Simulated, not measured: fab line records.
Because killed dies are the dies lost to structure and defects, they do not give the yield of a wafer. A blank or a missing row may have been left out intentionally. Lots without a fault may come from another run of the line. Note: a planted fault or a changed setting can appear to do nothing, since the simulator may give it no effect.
Chamber matching || flow n5Finfet || N5_BEOL_M10_PECVD_70 on pecvd-02 has 3 sister chambers
The step deposits SiO2 from TEOS/O2, target thk 20 nm, time 22.7 s. 18 wafers are shown with their chamber, then 9 later ones without.

WAFERS WITH THEIR CHAMBER
{"wafer": "L076.1", "chamber": 2, "throttleValvePct (%)": 19.7, "heaterPowerW (W)": 929, "heaterPowerOuterW (W)": 571}
{"wafer": "L076.2", "chamber": 0, "throttleValvePct (%)": 22.3, "heaterPowerW (W)": 611, "heaterPowerOuterW (W)": 359}
{"wafer": "L076.4", "chamber": 2, "throttleValvePct (%)": 20.0, "heaterPowerW (W)": 941, "heaterPowerOuterW (W)": 571}
{"wafer": "L078.2", "chamber": 0, "throttleValvePct (%)": 22.3, "heaterPowerW (W)": 558, "heaterPowerOuterW (W)": 339}
{"wafer": "L078.3", "chamber": 1, "throttleValvePct (%)": 23.1, "heaterPowerW (W)": 690, "heaterPowerOuterW (W)": 435}
{"wafer": "L078.6", "chamber": 2, "throttleValvePct (%)": 19.9, "heaterPowerW (W)": 846, "heaterPowerOuterW (W)": 517}
{"wafer": "L079.1", "chamber": 0, "throttleValvePct (%)": 22.2, "heaterPowerW (W)": 621, "heaterPowerOuterW (W)": 374}
{"wafer": "L079.4", "chamber": 1, "throttleValvePct (%)": 23.3, "heaterPowerW (W)": 659, "heaterPowerOuterW (W)": 406}
{"wafer": "L079.6", "chamber": 0, "throttleValvePct (%)": 22.4, "heaterPowerW (W)": 608, "heaterPowerOuterW (W)": 373}
{"wafer": "L085.1", "chamber": 2, "throttleValvePct (%)": 20.0, "heaterPowerW (W)": 917, "heaterPowerOuterW (W)": 569}
{"wafer": "L085.5", "chamber": 0, "throttleValvePct (%)": 22.2, "heaterPowerW (W)": 568, "heaterPowerOuterW (W)": 341}
{"wafer": "L085.6", "chamber": 2, "throttleValvePct (%)": 20.0, "heaterPowerW (W)": 926, "heaterPowerOuterW (W)": 586}
{"wafer": "L088.1", "chamber": 0, "throttleValvePct (%)": 22.4, "heaterPowerW (W)": 611, "heaterPowerOuterW (W)": 362}
{"wafer": "L088.4", "chamber": 2, "throttleValvePct (%)": 20.0, "heaterPowerW (W)": 800, "heaterPowerOuterW (W)": 485}
{"wafer": "L088.5", "chamber": 1, "throttleValvePct (%)": 23.1, "heaterPowerW (W)": 703, "heaterPowerOuterW (W)": 441}
{"wafer": "L090.3", "chamber": 1, "throttleValvePct (%)": 23.0, "heaterPowerW (W)": 674, "heaterPowerOuterW (W)": 405}
{"wafer": "L090.5", "chamber": 2, "throttleValvePct (%)": 20.1, "heaterPowerW (W)": 840, "heaterPowerOuterW (W)": 504}
{"wafer": "L090.6", "chamber": 0, "throttleValvePct (%)": 22.2, "heaterPowerW (W)": 619, "heaterPowerOuterW (W)": 370}

SIGNATURES (averages over the wafers above)
{"reading": "throttleValvePct", "chamber 0": 22.286, "chamber 1": 23.125, "chamber 2": 19.957, "scatter within a chamber": 0.113}
{"reading": "heaterPowerW", "chamber 0": 599.43, "chamber 1": 681.50, "chamber 2": 885.57, "scatter within a chamber": 39.6}
{"reading": "heaterPowerOuterW", "chamber 0": 359.71, "chamber 1": 421.75, "chamber 2": 543.29, "scatter within a chamber": 28.3}
Rule: a wafer's distance from a chamber is the root of the sum, over the readings, of the square of ((its reading less the chamber's mean) divided by the reading's scatter). The wafer belongs to the nearest chamber; if the next one is less than 2 further off, it can't be placed. The scatter: take each reading less its chamber's mean, square it, sum over the shown wafers, divide by the number of wafers less the number of chambers, and take the root.

WAFERS WITHOUT THEIR CHAMBER
{"wafer": "L091.1", "throttleValvePct (%)": 20.2, "heaterPowerW (W)": 895, "heaterPowerOuterW (W)": 521}
{"wafer": "L091.4", "throttleValvePct (%)": 22.4, "heaterPowerW (W)": 495, "heaterPowerOuterW (W)": 282}
{"wafer": "L091.5", "throttleValvePct (%)": 20.1, "heaterPowerW (W)": 878, "heaterPowerOuterW (W)": 532}
{"wafer": "L097.1", "throttleValvePct (%)": 23.1, "heaterPowerW (W)": 666, "heaterPowerOuterW (W)": 399}
{"wafer": "L097.2", "throttleValvePct (%)": 19.8, "heaterPowerW (W)": 842, "heaterPowerOuterW (W)": 515}
{"wafer": "L097.3", "throttleValvePct (%)": 22.1, "heaterPowerW (W)": 552, "heaterPowerOuterW (W)": 341}
{"wafer": "L096.1", "throttleValvePct (%)": 23.2, "heaterPowerW (W)": 643, "heaterPowerOuterW (W)": 381}
{"wafer": "L096.4", "throttleValvePct (%)": 20.1, "heaterPowerW (W)": 871, "heaterPowerOuterW (W)": 534}
{"wafer": "L096.6", "throttleValvePct (%)": 23.0, "heaterPowerW (W)": 653, "heaterPowerOuterW (W)": 387}

WHICH CHAMBER EACH WENT THROUGH
{"wafer": "L091.1", "from the rows above": 2, "in truth": 2}
{"wafer": "L091.4", "from the rows above": 0, "in truth": 0}
{"wafer": "L091.5", "from the rows above": 2, "in truth": 2}
{"wafer": "L097.1", "from the rows above": 1, "in truth": 1}
{"wafer": "L097.2", "from the rows above": 2, "in truth": 2}
{"wafer": "L097.3", "from the rows above": 0, "in truth": 0}
{"wafer": "L096.1", "from the rows above": 1, "in truth": 1}
{"wafer": "L096.4", "from the rows above": 2, "in truth": 2}
{"wafer": "L096.6", "from the rows above": 1, "in truth": 1}
Correctly placed: 9 of 9. Number that these rows cannot place: 0. Placed wrongly: 0.
